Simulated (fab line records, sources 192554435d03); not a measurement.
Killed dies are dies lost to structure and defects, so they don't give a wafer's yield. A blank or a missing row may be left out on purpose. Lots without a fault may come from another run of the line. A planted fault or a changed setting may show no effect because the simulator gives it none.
A struck lot beside a sound one | flow n5_finfet | 23 steps out of a route of 1938
Sound: wafers L398.1, L398.2, L398.6. Struck: wafers L405.1, L405.2, L405.3. The cause comes at the end.
At each step with rows: each side's tool, then ch and its chambers, then its first start. Under that, the readings that differ: sound wafers | struck wafers | difference of the means | sigmas: that difference in standard deviations of wafers without a fault.
alike: readings whose means differ by less than 2 such deviations, and words and numbers that are the same on both sides. not compared: withheld readings, readings that some wafer has no value for, bounds like >300 that may hide the same value, and numbers for which the record gives no deviation and whose values overlap.
The two part at a step that has a row with sigmas, a row that says differs or no value, or rows on one side only. Numbers that don't overlap but have no deviation are shown without sigmas and don't part them. A reading that every wafer of one side lacks parts them only if that side has two wafers or more.

first, 9 steps without rows for these wafers: N5_BEOL_M7_SOFTBAKE_06 (time 60 s); N5_BEOL_M7_EXPOSE_08 (exposes mask M7); N5_BEOL_M7_PEB_09 (peb time 60 s); N5_BEOL_M7_DEVELOP_10 (develop time 30 s); N5_BEOL_M7_DESCUM_16 (chemistry O2, time 7.9 s); N5_BEOL_M7_ETCH_61 (etches SiARC in CF4, target depth 45.5 nm, time 75.8 s); N5_BEOL_M7_ETCH_62 (etches SOC in N2/H2, target depth 110 nm, overetch 22 nm, time 165 s); N5_BEOL_M7_STRIP_68 (strips in N2/H2); N5_BEOL_M7_STRIP_67 (strips in CF4).
N5_BEOL_M7_HM_OPEN_17: chemistry Cl2/BCl3, target TiN, target depth 20 nm, overetch 6 nm.
  sound on rie_metal-03 ch 0,1, day 10 10:44; struck on rie_metal-03 ch 0,1, day 13 00:16
  alike: drypump_motor_current_A, oes_product_au, throttle_valve_pct
  not compared: rf_hours_counter_h
then, 10 steps without rows for these wafers: N5_BEOL_M7_STRIP_19 (strips in O2); N5_BEOL_M7_COAT_63 (time 60 s, resist thk 60 nm); N5_BEOL_M7_COAT_64 (time 60 s, resist thk 12 nm); N5_BEOL_M7_COAT_71 (time 60 s, resist thk 5 nm); N5_BEOL_M7_COAT_22 (resist thk 30 nm); N5_BEOL_M7_EBR_24; N5_BEOL_M7_SOFTBAKE_23 (time 60 s); N5_BEOL_M7_EXPOSE_25 (exposes mask V6, target cd 40 nm); N5_BEOL_M7_PEB_26 (peb time 60 s); N5_BEOL_M7_DEVELOP_27 (develop time 30 s).
N5_BEOL_M7_INSPECT_30: inspects for defects (brightfield).
  sound on defect_inspect-02, day 10 12:35; struck on defect_inspect-01, day 13 02:16
  reading          | sound       | struck      | difference | sigmas
  raw_defect_count | 382 347 458 | 639 686 763 | +300       | +3
then, 1 step without rows for these wafers: N5_BEOL_M7_DESCUM_33 (chemistry O2, time 7 s).
-- the record jumps here: 3 days lie between the struck wafers' starts before and after (it left off in module BEOL_M7 and takes up again in module PASSIVATION, whose first step shown is number 1936 of the route) --
N5_PASSIVATION_PROBE_49:
  the record has rows for the struck wafers here (prober-02, day 16 10:18) and none for the sound ones

WHERE THEY PART
First at N5_BEOL_M7_INSPECT_30; last, within this record, at N5_PASSIVATION_PROBE_49.

WHY: what the simulator had put in
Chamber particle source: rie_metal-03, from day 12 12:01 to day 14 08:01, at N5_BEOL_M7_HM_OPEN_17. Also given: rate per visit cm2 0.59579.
